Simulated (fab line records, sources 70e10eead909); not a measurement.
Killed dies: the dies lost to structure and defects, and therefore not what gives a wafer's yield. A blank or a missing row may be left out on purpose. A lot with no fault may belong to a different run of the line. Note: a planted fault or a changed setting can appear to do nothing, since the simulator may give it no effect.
fab line records + flow nand_harc
[record]
- lots = 4
- wafers = 11
- last_day = 33
route steps=1302 shown A_CHANNEL_HOLE_D1@450 END@1302
lots that met no fault: taken from a fault-free run of the same line
start_h: hours from the record's opening day to when the first of the lot's shown wafers began + wait_h: hours since the lot's step before + " unchanged from the row above + L1.1+2: one row covering several wafers at once + - no value, or no start was given + * or withheld: withheld + < > ~ a bound
route shown NAME@n: names a module that has steps shown in the file, with the first one's number in the route + usual: the fault-free wafers' mean and standard deviation + same: alike in all rows + chamber/n: place in a boat + sites: the reading at each site + _std_site: standard deviation across them + _edge_site: inner sites' mean taken away from outer sites' mean + radius_mm: how far each site lies from the wafer's centre + mask NAME#n: copy n + behind: the tool/chamber that last shaped the wafer + hold: why the lot went on hold/how many hours it stayed there/how the hold came to an end + device: which transistor (n, p or np) failed to switch + end of line: the route-end tests of the same wafers + step lacking rows: just its recipe + killed: dies lost to structure and defects at the first sort, not the wafer's yield + map: dies across one wafer; x = killed, . = not, _ = none there
set.NAME: the setting that was run; set.NAME@STEP: the one run at that earlier step + model.NAME: the simulator's own value behind a step, which no gauge read
certain route steps with their lots: each step a table, each wafer a row
services: when a tool's chamber went out of use (start_h, in hours from the record's first day, below 0 if earlier), for how many hours, and the reason
[[steps]]
[step NHARC_A_CHANNEL_HOLE_D1_DEP_00]
[recipe]
- target_thk_a = 31000
- temp_c = 400
- material = aC
[step NHARC_A_CHANNEL_HOLE_D1_DEP_01]
[recipe]
- target_thk_a = 1400
- target_thk_nm = 140
- temp_c = 400
- pressure_torr = 3.5
- flow_sccm = 200
- rf_w = 350
- material = SiON
[step NHARC_A_CHANNEL_HOLE_D1_DEHYDRATE_02]
[recipe]
- temp_c = 150
- time_s = 120
[step NHARC_A_CHANNEL_HOLE_D1_HMDS_03]
[recipe]
- time_s = 30
[step NHARC_A_CHANNEL_HOLE_D1_COAT_36]
[recipe]
- temp_c = 260
- time_s = 75
[step NHARC_A_CHANNEL_HOLE_D1_COAT_37]
[recipe]
- temp_c = 225
- time_s = 65
[step NHARC_A_CHANNEL_HOLE_D1_COAT_04]
[recipe]
- spin_rpm = 1500
- resist_thk_nm = 90
[step NHARC_A_CHANNEL_HOLE_D1_SOFTBAKE_05]
[recipe]
- temp_c = 105
- time_s = 55
[step NHARC_A_CHANNEL_HOLE_D1_EBR_06]
[step NHARC_A_CHANNEL_HOLE_D1_EXPOSE_07]
[recipe]
- na = 1.35
- target_cd_nm = 100
- sigma_outer = 0.3
- dose_mj = 59.65
- mask_id = HOLE_D1
[usual]
- focus_offset_nm = 0.0/0.46
- reticle_temp_C = 22.98/0.1
| lot.wafer | tool            | chamber | start_h | wait_h | mask      | focus_offset_nm | reticle_temp_C |
|-----------|-----------------|---------|---------|--------|-----------|-----------------|----------------|
| L764.2    | arfi_scanner-01 | 0       | 323.03  | -      | HOLE_D1#0 | -0.4            | 22.92          |
| L764.3    | "               | 0       | "       | "      | HOLE_D1#0 | -0.8            | 22.97          |
| L766.2    | arfi_scanner-01 | 0       | 324.74  | -      | HOLE_D1#0 | -0.3            | 22.85          |
| L766.5    | "               | 0       | "       | "      | HOLE_D1#0 | -1.2            | 23.17          |
| L766.6    | "               | 0       | "       | "      | HOLE_D1#0 | -0.8            | 22.96          |
| L771.2    | arfi_scanner-01 | 0       | 379.68  | -      | HOLE_D1#0 | -0.9            | 22.91          |
| L771.4    | "               | 0       | "       | "      | HOLE_D1#0 | -0.4            | 23.03          |
| L771.5    | "               | 0       | "       | "      | HOLE_D1#0 | 0.3             | 22.96          |
| L773.2    | arfi_scanner-03 | 0       | 396.41  | -      | HOLE_D1#0 | 0.1             | 23.15          |
| L773.5    | "               | 0       | "       | "      | HOLE_D1#0 | 0.0             | 23.10          |
| L773.6    | "               | 0       | "       | "      | HOLE_D1#0 | 0.9             | 23.04          |
[step NHARC_A_CHANNEL_HOLE_D1_PEB_08]
[recipe]
- peb_temp_c = 100
- peb_time_s = 65
[step NHARC_A_CHANNEL_HOLE_D1_DEVELOP_09]
[recipe]
- develop_time_s = 35
- dev_temp_c = 23
[step NHARC_A_CHANNEL_HOLE_D1_CD_MEAS_10]
[recipe]
- target_cd_nm = 100
- landing_energy_ev = 500
[usual]
- cd_nm = 100.0/0.59
| lot.wafer | tool      | chamber | start_h | wait_h | cd_nm |
|-----------|-----------|---------|---------|--------|-------|
| L764.2    | cd_sem-02 | 0       | 323.16  | -      | 100.1 |
| L764.3    | "         | 0       | "       | "      | 101.8 |
| L766.2    | cd_sem-02 | 0       | 324.87  | -      | 99.8  |
| L766.5    | "         | 0       | "       | "      | 99.4  |
| L766.6    | "         | 0       | "       | "      | 102.0 |
| L771.2    | cd_sem-02 | 0       | 379.81  | -      | 99.9  |
| L771.4    | "         | 0       | "       | "      | 100.2 |
| L771.5    | "         | 0       | "       | "      | 99.0  |
| L773.2    | cd_sem-01 | 0       | 396.55  | -      | 99.5  |
| L773.5    | "         | 0       | "       | "      | 99.2  |
| L773.6    | "         | 0       | "       | "      | 99.4  |
[step NHARC_A_CHANNEL_HOLE_D1_DESCUM_15]
[recipe]
- time_s = 3
- o2_flow_sccm = 200
- ar_flow_sccm = 0
- bias_power_w = 0
- chemistry = O2
[usual]
- drypump_motor_current_A = 5.8/0.53
- mfc_ar_sccm = 0.005/0.0095
- oes_product_au = 1.001/0.011
- rf_vpp_V = 57.6/0.88
- showerhead_plenum_p_Torr = 1.88/0.068
- throttle_valve_pct = 11.310/0.0088
[same]
- time_s = 3
| lot.wafer | tool        | chamber | start_h | wait_h | drypump_motor_current_A | mfc_ar_sccm | oes_product_au | rf_hours_counter_h | rf_vpp_V | showerhead_plenum_p_Torr | throttle_valve_pct | model.A_CHANNEL_HOLE_D1.cd_nm |
|-----------|-------------|---------|---------|--------|-------------------------|-------------|----------------|--------------------|----------|--------------------------|--------------------|-------------------------------|
| L764.2    | rie_diel-03 | 2       | 323.36  | 0.1    | 5.8                     | 0           | 0.994          | 7                  | 58.1     | 1.94                     | 11.308             | 100.9                         |
| L764.3    | "           | 3       | "       | "      | 5.9                     | 0           | 1.004          | 7                  | 59.0     | 1.96                     | 11.305             | 101.9                         |
| L766.2    | rie_diel-07 | 3       | 325.07  | 0.1    | 5.2                     | 0.024       | 1.002          | 2                  | 58.7     | 1.87                     | 11.293             | 100.8                         |
| L766.6    | "           | 1       | "       | "      | 6.4                     | 0.002       | 1.018          | -                  | 58.7     | 1.95                     | 11.312             | 101.7                         |
| L766.5    | "           | 2       | "       | "      | 6.4                     | 0.000       | 0.986          | -                  | 56.2     | 1.87                     | 11.313             | 99.5                          |
| L771.4    | rie_diel-07 | 0       | 380.00  | 0.1    | 5.4                     | 0           | 1.007          | 7                  | 54.9     | 1.81                     | 11.305             | 100.7                         |
| L771.2    | "           | 2       | "       | "      | 6.3                     | 0.000       | 1.001          | 7                  | 57.2     | 1.86                     | 11.289             | 99.25                         |
| L771.5    | "           | 1       | "       | "      | 6.4                     | 0.002       | 0.981          | -                  | 56.8     | 1.94                     | 11.313             | 98.68                         |
| L773.2    | rie_diel-07 | 2       | 396.83  | 0.2    | 6.3                     | 0.000       | 0.989          | 10                 | 57.2     | 1.86                     | 11.316             | 99.39                         |
| L773.6    | "           | 1       | "       | "      | 6.3                     | 0.002       | 0.996          | -                  | 56.9     | 1.94                     | 11.318             | 98.86                         |
| L773.5    | "           | 2       | "       | "      | 6.3                     | 0.000       | 0.983          | -                  | 57.6     | 1.86                     | 11.313             | 99.23                         |
[step NHARC_A_CHANNEL_HOLE_D1_ETCH_38]
[recipe]
- target_depth_a = 390
- over_etch_frac = 0.3
- time_s = 65
- ion_energy_ev = 80
- cf4_flow_sccm = 150
- ar_flow_sccm = 0
- rf_w = 300
- bias_w = 100
- chemistry = CF4
[step NHARC_A_CHANNEL_HOLE_D1_ETCH_39]
[recipe]
- target_depth_a = 2600
- over_etch_frac = 0.3
- time_s = 325
- ion_energy_ev = 200
- n2_flow_sccm = 150
- h2_flow_sccm = 150
- ar_flow_sccm = 0
- rf_w = 400
- bias_w = 150
- chemistry = N2/H2
[step NHARC_A_CHANNEL_HOLE_D1_ETCH_34]
[recipe]
- target_depth_a = 1540
- time_s = 77
- cf4_flow_sccm = 100
- chf3_flow_sccm = 30
- ar_flow_sccm = 0
- rf_w = 500
- bias_w = 200
- chemistry = CF4/CHF3
[step NHARC_A_CHANNEL_HOLE_D1_ETCH_16]
[recipe]
- target_depth_a = 31000
- over_etch_frac = 0.3
- time_s = 806
- ion_energy_ev = 150
- o2_flow_sccm = 400
- cos_flow_sccm = 20
- ar_flow_sccm = 0
- rf_w = 500
- bias_w = 300
- chemistry = O2/COS
[step NHARC_A_CHANNEL_HOLE_D1_ETCH_19]
[recipe]
- bias_v = 1200
- source_w = 2500
- pressure_mtorr = 15
- time_s = 34.5
- ar_flow_sccm = 375
- c4f8_flow_sccm = 28.8
- o2_flow_sccm = 96.2
- temp_c = -20
- target_depth_a = *
- chemistry = C4F8/O2/Ar
[step NHARC_A_CHANNEL_HOLE_D1_ETCH_20]
[recipe]
- bias_v = 3000
- source_w = withheld
- pressure_mtorr = 20
- time_s = 361.9
- ar_flow_sccm = 375
- c4f8_flow_sccm = 89.3
- o2_flow_sccm = 35.7
- temp_c = -20
- target_depth_a = 16000
- chemistry = C4F8/O2/Ar
[step NHARC_A_CHANNEL_HOLE_D1_ETCH_21]
[recipe]
- bias_v = 3000
- source_w = withheld
- pressure_mtorr = 20
- time_s = 514.3
- ar_flow_sccm = 375
- c4f8_flow_sccm = 89.3
- o2_flow_sccm = 35.7
- temp_c = -20
- target_depth_a = 16000
- chemistry = C4F8/O2/Ar
[step NHARC_A_CHANNEL_HOLE_D1_ETCH_22]
[recipe]
- bias_v = 3000
- source_w = withheld
- pressure_mtorr = 20
- time_s = 666.7
- ar_flow_sccm = 375
- c4f8_flow_sccm = 89.3
- o2_flow_sccm = 35.7
- temp_c = -20
- target_depth_a = 16000
- chemistry = C4F8/O2/Ar
[step NHARC_A_CHANNEL_HOLE_D1_ETCH_23]
[recipe]
- bias_v = 5000
- source_w = withheld
- pressure_mtorr = 20
- time_s = 819
- ar_flow_sccm = 375
- c4f8_flow_sccm = 89.3
- o2_flow_sccm = 35.7
- temp_c = -20
- target_depth_a = 16000
- chemistry = C4F8/O2/Ar
[step NHARC_A_CHANNEL_HOLE_D1_ETCH_24]
[recipe]
- bias_v = 5000
- source_w = withheld
- pressure_mtorr = 20
- time_s = 906.2
- ar_flow_sccm = 375
- c4f8_flow_sccm = 93.8
- o2_flow_sccm = 31.2
- temp_c = -20
- target_depth_a = 15000
- chemistry = C4F8/O2/Ar
[step NHARC_A_CHANNEL_HOLE_D1_ETCH_25]
[recipe]
- bias_v = 5000
- source_w = withheld
- pressure_mtorr = 20
- time_s = 1040.2
- ar_flow_sccm = 375
- c4f8_flow_sccm = 93.8
- o2_flow_sccm = 31.2
- temp_c = -20
- target_depth_a = 15000
- chemistry = C4F8/O2/Ar
[step NHARC_A_CHANNEL_HOLE_D1_ETCH_26]
[recipe]
- bias_v = 300
- source_w = 2000
- pressure_mtorr = 30
- time_s = 224.1
- ar_flow_sccm = 375
- c4f8_flow_sccm = 11.4
- o2_flow_sccm = 113.6
- temp_c = -20
- target_depth_a = 3000
- chemistry = C4F8/O2/Ar
[step NHARC_A_CHANNEL_HOLE_D1_ETCH_33]
[recipe]
- bias_v = 400
- source_w = 2000
- pressure_mtorr = 25
- time_s = 90
- ar_flow_sccm = 375
- c4f8_flow_sccm = 41.7
- o2_flow_sccm = 83.3
- temp_c = -20
- target_depth_a = 4000
- chemistry = C4F8/O2/Ar
[step NHARC_A_CHANNEL_HOLE_D1_STRIP_41]
[recipe]
- n2_flow_sccm = 150
- h2_flow_sccm = 150
- ar_flow_sccm = 0
- bias_w = 0
- chemistry = N2/H2
[step NHARC_A_CHANNEL_HOLE_D1_STRIP_42]
[recipe]
- cf4_flow_sccm = 100
- chf3_flow_sccm = 30
- ar_flow_sccm = 0
- bias_w = 0
- chemistry = CF4/CHF3
[step NHARC_A_CHANNEL_HOLE_D1_STRIP_43]
[recipe]
- o2_flow_sccm = 400
- cos_flow_sccm = 20
- ar_flow_sccm = 0
- bias_w = 0
- chemistry = O2/COS
[step NHARC_A_CHANNEL_HOLE_D1_ETCH_44]
[recipe]
- target_depth_a = 1400
- overetch_a = 140
- time_s = 77
- ion_energy_ev = 100
- cf4_flow_sccm = 80
- o2_flow_sccm = 20
- ar_flow_sccm = 0
- rf_w = 300
- bias_w = 100
- chemistry = CF4/O2
[usual]
- drypump_motor_current_A = 5.9/0.52
- mfc_ar_sccm = 0.005/0.0094
- oes_o_777_au = 1.000/0.0043
- oes_product_au = 1.000/0.011
- rf_fwd_power_W = 297.7/1.3
- rf_vpp_V = 197.3/1.3
- showerhead_plenum_p_Torr = 1.31/0.04
- throttle_valve_pct = 13.398/0.0092
[same]
- time_s = 77
| lot.wafer | tool        | chamber | start_h | wait_h | drypump_motor_current_A | mfc_ar_sccm | oes_o_777_au | oes_product_au | rf_fwd_power_W | rf_hours_counter_h | rf_vpp_V | showerhead_plenum_p_Torr | throttle_valve_pct | model.A_CHANNEL_HOLE_D1.cd_nm |
|-----------|-------------|---------|---------|--------|-------------------------|-------------|--------------|----------------|----------------|--------------------|----------|--------------------------|--------------------|-------------------------------|
| L764.2    | rie_diel-07 | 3       | 330.00  | 0.1    | 5.1                     | 0.024       | 0.992        | 0.996          | 297.1          | 2                  | 198.2    | 1.30                     | 13.400             | 90.81                         |
| L764.3    | "           | 0       | "       | "      | 5.4                     | 0           | 1.001        | 0.999          | 296.4          | 2                  | 198.0    | 1.26                     | 13.389             | 92.06                         |
| L766.2    | rie_diel-07 | 0       | 333.58  | 0.1    | 5.4                     | 0           | 1.005        | 1.002          | 297.4          | 3                  | 195.6    | 1.26                     | 13.404             | 91.77                         |
| L766.6    | "           | 2       | "       | "      | 6.4                     | 0.000       | 1.000        | 0.991          | 298.4          | -                  | 196.3    | 1.30                     | 13.403             | 92.81                         |
| L766.5    | "           | 3       | "       | "      | 5.2                     | 0.024       | 0.997        | 0.995          | 295.4          | -                  | 199.9    | 1.30                     | 13.414             | 89.86                         |
| L771.4    | rie_diel-07 | 1       | 386.99  | 0.1    | 6.3                     | 0.002       | 1.007        | 0.995          | 298.0          | 8                  | 198.4    | 1.36                     | 13.393             | 89.55                         |
| L771.2    | "           | 3       | "       | "      | 5.2                     | 0.024       | 1.003        | 0.999          | 296.2          | 7                  | 198.6    | 1.30                     | 13.404             | 88.96                         |
| L771.5    | "           | 1       | "       | "      | 6.3                     | 0.002       | 1.006        | 0.990          | 297.4          | -                  | 198.5    | 1.36                     | 13.392             | 89.07                         |
| L773.2    | rie_diel-07 | 1       | 404.15  | 0.1    | 6.3                     | 0.002       | 1.000        | 0.994          | 300.0          | 11                 | 197.8    | 1.36                     | 13.400             | 90.28                         |
| L773.5    | "           | 1       | "       | "      | 6.4                     | 0.002       | 1.000        | 0.993          | 300.4          | -                  | 198.0    | 1.36                     | 13.391             | 89.86                         |
| L773.6    | "           | 2       | "       | "      | 6.3                     | 0.000       | 0.998        | 0.984          | 297.4          | -                  | 197.3    | 1.30                     | 13.384             | 89.92                         |
[step NHARC_A_CHANNEL_HOLE_D1_STRIP_27]
[recipe]
- o2_flow_sccm = 500
- ar_flow_sccm = 0
- bias_w = 0
- chemistry = O2
[step NHARC_END_SORT_01]
[recipe]
- temp_c = 25
[usual]
- killed_at_array = 55/20
- killed_at_other = 0.7/0.96
- killed_at_periphery = 4.1/2.4
- killed_dies = 60/20
- killed_open = 3.3/1.9
- killed_short = 2.8/1.6
[same]
- gross_dies = 677
| lot.wafer | tool      | chamber | start_h | wait_h | killed_at_array | killed_at_other | killed_at_periphery | killed_dies | killed_open | killed_short |
|-----------|-----------|---------|---------|--------|-----------------|-----------------|---------------------|-------------|-------------|--------------|
| L764.2    | prober-01 | 0       | 698.71  | 2.8    | 49              | 1               | 3                   | 53          | 1           | 2            |
| L764.3    | prober-01 | 0       | 699.52  | 3.1    | 59              | 1               | 10                  | 70          | 3           | 1            |
// killed by level:class
L764.2 A_SLIT:chamber_film_flake=34 A_CHANNEL_HOLE_D1:chamber_film_flake=6 A_STAIRCASE:chamber_film_flake=4 A_WL_FILL:chamber_film_flake=2 A_CHANNEL_FILL_D1:geometric_particle:open=1 A_CHANNEL_FILL_D1:geometric_particle:short=1 A_M0:geometric_particle:short=1 P_ZERO_WELL:chamber_film_flake=1
L764.3 A_SLIT:chamber_film_flake=39 A_STAIRCASE:chamber_film_flake=10 P_M0:chamber_film_flake=4 P_BONDPAD:chamber_film_flake=3 A_SGD_CUT:chamber_film_flake=3 A_CHANNEL_HOLE_D1:chamber_film_flake=2 P_M0:geometric_particle:open=1 A_SOURCE_PLATE:geometric_particle:short=1
[[services]]
| tool            | chamber | start_h | hours | kind   |
|-----------------|---------|---------|-------|--------|
| rie_diel-07     | 0       | 304.23  | -     | clean  |
| rie_diel-07     | 1       | 304.23  | -     | clean  |
| rie_diel-07     | 2       | 304.23  | -     | clean  |
| rie_diel-07     | 3       | 304.23  | -     | clean  |
| rie_diel-03     | -       | 310.48  | 0.7   | repair |
| arfi_scanner-01 | -       | 318.34  | 0.5   | repair |
| arfi_scanner-01 | -       | 327.73  | 2.8   | repair |
| arfi_scanner-03 | -       | 328.15  | 0.5   | repair |
| rie_diel-07     | 0       | 328.73  | -     | clean  |
| rie_diel-07     | 1       | 328.73  | -     | clean  |
| rie_diel-07     | 2       | 328.73  | -     | clean  |
| rie_diel-07     | 3       | 328.73  | -     | clean  |
| arfi_scanner-03 | -       | 329.98  | 4.9   | repair |
| rie_diel-03     | 3       | 337.30  | 47.2  | repair |
| rie_diel-07     | 0       | 353.23  | -     | clean  |
| rie_diel-07     | 1       | 353.23  | -     | clean  |
| rie_diel-07     | 2       | 353.23  | -     | clean  |
| rie_diel-07     | 3       | 353.23  | -     | clean  |
| arfi_scanner-01 | -       | 360.14  | 1.0   | repair |
| arfi_scanner-03 | -       | 368.00  | 4.0   | pm     |
| rie_diel-03     | -       | 382.87  | 19.8  | repair |
| rie_diel-07     | 0       | 393.05  | 6.1   | repair |
| rie_diel-07     | 3       | 394.05  | 3.6   | repair |
| rie_diel-07     | 3       | 403.06  | 3.0   | repair |
[[key]]
[first_sign]
- step = NHARC_A_CHANNEL_HOLE_D1_CD_MEAS_10
- reading = cd_nm
- direction = up
- sigmas = 3.3
- usual = 100.0
- struck = 101.9
effect none on later readings
[model_effect]
- step = NHARC_A_CHANNEL_HOLE_D1_DESCUM_15
- value = A_CHANNEL_HOLE_D1.cd_nm
- without = 99.75
- struck = 101.8
[model_effect]
- step = NHARC_A_CHANNEL_HOLE_D1_ETCH_44
- value = A_CHANNEL_HOLE_D1.cd_nm
- without = 90.39
- struck = 92.44
met_at NHARC_A_CHANNEL_HOLE_D1_EXPOSE_07
struck_wafers L764.3,L766.6
tester_left_out L764,L766
[fault]
- kind = process_parameter_drift
- tool = arfi_scanner-01
- chamber = -
- onset_h = 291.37
- steps = NHARC_A_CHANNEL_HOLE_D1_EXPOSE_07
- channel = focus_nm
- offset = 65.301
- shape = step
- end_h = 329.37
- scope = struck_wafers_only
// tester_left_out: of these lots the tester's yield and bins aren't shown, on N5 and GAA mostly nor the transistor test; their killed dies are dies lost to structure and defects alone, not to doping, threshold or leakage, so they don't give the yield
